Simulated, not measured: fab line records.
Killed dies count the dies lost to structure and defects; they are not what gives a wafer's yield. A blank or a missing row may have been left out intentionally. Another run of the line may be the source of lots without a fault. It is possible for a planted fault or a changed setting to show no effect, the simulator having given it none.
The tool behind it: which one? ; flow n5 finfet ; 12 lots, 36 wafers sampled, at 3 steps of a route of 1938

WHAT THE GAUGES SHOWED, per wafer
N5_BEOL_M8_OVL_MEAS_12.
lot;measured;on;M8_OVL (nm)
L074;day 9 22:11;overlay-02;0.2 -0.3 0.9
L077;day 10 05:25;overlay-01;-0.5 0.7 -0.6
L079;day 10 10:58;overlay-02;-0.6 -0.4 -0.3
L081;day 11 07:23;overlay-02;0.3 -0.2 -0.4
L083;day 12 00:13;overlay-02;-0.3 -0.5 -1.0
L085;day 12 11:36;overlay-01;-0.8 0.0 -0.5
L088;day 12 21:45;overlay-02;0.4 0.1 0.5
L086;day 13 02:01;overlay-02;0.0 -0.7 -0.1
L092;day 13 23:11;overlay-01;-0.2 -0.8 0.2
L093;day 14 02:25;overlay-02;-2.4 -1.2 -1.0
L094;day 14 14:31;overlay-02;-0.7 1.2 -0.2
L097;day 15 00:50;overlay-02;1.3 1.2 0.8

TOOL THAT RAN EACH LOT (tool first, then ch and the chambers of the sampled wafers, then the start)
lot;N5_BEOL_M7_DEP_56;N5_BEOL_M8_CURE_74
L074;pecvd-04 ch 0,1, day 9 20:50;uv cure-03 ch 0, day 9 21:13
L077;pecvd-03 ch 1,2, day 10 03:50;uv cure-03 ch 0, day 10 04:24
L079;pecvd-03 ch 1,2, day 10 08:31;uv cure-02 ch 0, day 10 08:49
L081;pecvd-04 ch 0,2, day 11 04:41;uv cure-01 ch 2, day 11 04:55
L083;pecvd-04 ch 0,2, day 11 22:35;uv cure-03 ch 0, day 11 22:47
L085;pecvd-03 ch 0,1,2, day 12 09:44;uv cure-02 ch 1, day 12 10:05
L088;pecvd-03 ch 0,1,2, day 12 20:26;uv cure-03 ch 1, day 12 20:52
L086;pecvd-04 ch 0,1, day 12 23:57;uv cure-01 ch 0, day 13 00:14
L092;pecvd-03 ch 1,2, day 13 21:17;uv cure-01 ch 0, day 13 21:35
L093;pecvd-03 ch 0,1,2, day 14 01:05;uv cure-01 ch 1, day 14 01:17
L094;pecvd-03 ch 0,1,2, day 14 11:23;uv cure-01 ch 2, day 14 11:52
L097;pecvd-03 ch 0,1,2, day 14 22:53;uv cure-02 ch 2, day 14 23:18
- N5_BEOL_M7_DEP_56: deposits SiCN from 3MS/NH3, target thk 10 nm, time 17.5 s.
- N5_BEOL_M8_CURE_74: cures SiCOH lowk, time 240 s.

THE ANSWER, worked out from the rows above alone
Rule: usual is defined by the lots themselves. The widest of any qualifying gaps counts: lots, ordered by their means at a reading, are off when they make up no more than a third of the lots, leave a main group of 4 or more, and stand apart from it by 3 or more times the standard deviation of that group's means. A main group is skipped when, at the precision printed for the reading in the tables above, its means are all equal. A lot without any number at a reading at which 4 lots or more have one is off too. Where the step has rows for the other lots, those lots are counted as sound.
No lot is off on any of the readings shown, so nothing can be concluded from this.

WHAT HAD BEEN PUT IN BY THE SIMULATOR
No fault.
